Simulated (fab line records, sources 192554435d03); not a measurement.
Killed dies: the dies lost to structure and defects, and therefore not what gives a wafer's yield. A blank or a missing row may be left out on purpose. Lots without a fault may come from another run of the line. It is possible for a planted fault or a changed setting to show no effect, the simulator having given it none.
Comparing a struck lot with a sound one | flow n5_finfet | 16 steps out of a route of 1938
Sound: wafers L993.2, L993.6. Struck: wafers L994.1, L994.3, L994.4. Last of all comes the cause.
For every step that has rows: the tool of each side, followed by ch and its chambers, followed by its first start. Under that, the readings that differ: sound wafers | struck wafers | difference of the means | sigmas: that difference in standard deviations of wafers without a fault.
alike: words and numbers the same on both sides, and readings whose means are apart by under 2 such deviations; not compared: readings that were withheld, readings missing a value for some wafer, numbers with overlapping values and no deviation given by the record, and bounds like >300 which may hide the same value.
The two part at a step that has a row with sigmas, a row that says differs or no value, or rows on one side only. When numbers do not overlap yet have no deviation, they are printed without sigmas and do not part them. A reading missing from all wafers of one side parts the sides only when that side holds two or more wafers.

first, 3 steps without rows for these wafers: N5_BEOL_M1_SRD_40 (time 30 s); N5_BEOL_M1_PRECLEAN_42 (cleans in residue remover, time 60 s); N5_BEOL_M1_SRD_43 (time 30 s).
N5_BEOL_M1_CD_MEAS_35: target cd 18 nm, target cd y 21 nm.
  struck on cd_sem-01, day 7 14:11; sound on cd_sem-03, day 7 10:40
  alike: cd_nm
then, 1 step without rows for these wafers: N5_BEOL_M1_DEGAS_44 (time 60 s).
N5_BEOL_M1_PRE_CLEAN_45: time 30 s.
  struck on pvd_sputter-02, day 7 14:35; sound on pvd_sputter-01, day 7 11:24
  alike: heater_power_w
N5_BEOL_M1_ALD_84: deposits TaN, pulse time 2 s, purge time 3 s, co reactant purge time 2 s.
  sound on ald_metal-01 ch 0, day 7 11:34; struck on ald_metal-04 ch 1,2,3, day 7 14:46
  reading            | sound   | struck      | difference | sigmas
  heater_power_w (W) | 514 516 | 343 439 433 | -110       | -2
N5_BEOL_M1_SURFACE_TREAT_85:
  struck on pvd_sputter-02, day 7 15:35; sound on pvd_sputter-01, day 7 11:50
  not compared: throttle_valve_pct
then, 1 step without rows for these wafers: N5_BEOL_M1_CVD_47 (deposits Co from CCTBA/H2, target thk 3 nm, time 223.8 s).
N5_BEOL_M1_SPUTTER_48: material Cu, target thk 4.5 nm, time 8.29 s.
  struck on pvd_sputter-03, day 7 17:28; sound on pvd_sputter-01, day 7 12:07
  alike: throttle_valve_pct
N5_BEOL_M1_ANNEAL_49: time 240 s.
  struck on pvd_sputter-03, day 7 17:32; sound on pvd_sputter-01, day 7 12:12
  alike: heater_power_w, susceptor_temp_C
then, 1 step without rows for these wafers: N5_BEOL_M1_SPUTTER_79 (material Cu, target thk 4.5 nm, time 8.29 s).
N5_BEOL_M1_ANNEAL_80: time 240 s.
  struck on pvd_sputter-03, day 7 17:46; sound on pvd_sputter-01, day 7 12:25
  no value came back on the struck wafers for heater_power_w (W), susceptor_temp_C (C); on the sound wafers heater_power_w (W) reads 865 814
then, 1 step without rows for these wafers: N5_BEOL_M1_SPUTTER_81 (material Cu, target thk 4.5 nm, time 8.29 s).
-- here the record skips 3 days between the struck wafers' starts before and after, leaving off in module BEOL_M1 and picking up in module BEOL_M4 (first step shown: number 1111 of the route) --
N5_BEOL_M4_RC_MEAS_101:
  sound on prober-02 ch 0, day 9 19:23; struck on prober-01 ch 0, day 10 10:00
  alike: DIBL_N, DIBL_P, IOFF_N, IOFF_P, ION_N, ION_P, SS_N, SS_P, VT_N, VT_P
N5_PASSIVATION_PROBE_49:
  the record holds rows for the sound wafers here (prober-02, day 14 07:20) but none for the struck ones

== WHERE THEY PART ==
At N5_BEOL_M1_ALD_84 first; at N5_PASSIVATION_PROBE_49 last (within this record only).

WHY: what the simulator had put in
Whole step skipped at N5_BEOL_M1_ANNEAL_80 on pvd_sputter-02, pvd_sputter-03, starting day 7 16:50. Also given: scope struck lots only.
